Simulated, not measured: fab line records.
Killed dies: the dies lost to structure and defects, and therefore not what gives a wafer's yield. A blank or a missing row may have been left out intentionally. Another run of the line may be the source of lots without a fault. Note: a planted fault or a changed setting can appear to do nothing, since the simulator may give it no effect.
Matching of chambers -- flow n5_finfet -- N5_BEOL_M2_ETCHBACK_99 on rie_diel-04: 4 sister chambers
The step etches SiO2 in CHF3, target depth 5 nm, time 10.4 s. 4 wafers are shown with their chamber, then 7 later ones without.

EACH WAFER AND ITS CHAMBER
wafer,chamber,drypump_motor_current_A (A)
L086.1,1,5.6
L086.5,3,5.6
L089.1,0,5.3
L089.4,2,6.0

WAFERS WITHOUT THEIR CHAMBER
wafer,drypump_motor_current_A (A)
L089.5,5.3
L090.2,5.6
L090.3,5.5
L090.5,5.6
L096.2,5.5
L096.4,6.0
L096.5,5.6

EACH ONE'S CHAMBER
wafer,from the rows above,in truth
L089.5,0,0
L090.2,can't be placed: 1 or 3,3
L090.3,can't be placed: 1 or 3 or 0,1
L090.5,can't be placed: 1 or 3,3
L096.2,can't be placed: 1 or 3 or 0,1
L096.4,2,2
L096.5,can't be placed: 1 or 3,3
2 of 7 placed correctly. Not placeable from these rows: 5 (in 5, the candidates include the true chamber). 0 placed wrongly.
How it was worked out, from the rows above alone: a wafer's distance from a chamber is the root of the sum, over the readings, of the square of ((its reading less the chamber's mean) divided by the reading's scatter). If the next closest chamber is less than 2 further off than the closest, the wafer can't be placed; otherwise it belongs to the closest. For every chamber, the mean is computed from those of its wafers that are shown. The scatter (one wafer shown for each chamber): square how far every hidden wafer sits from the nearest shown wafer, average those squares and take the square root.
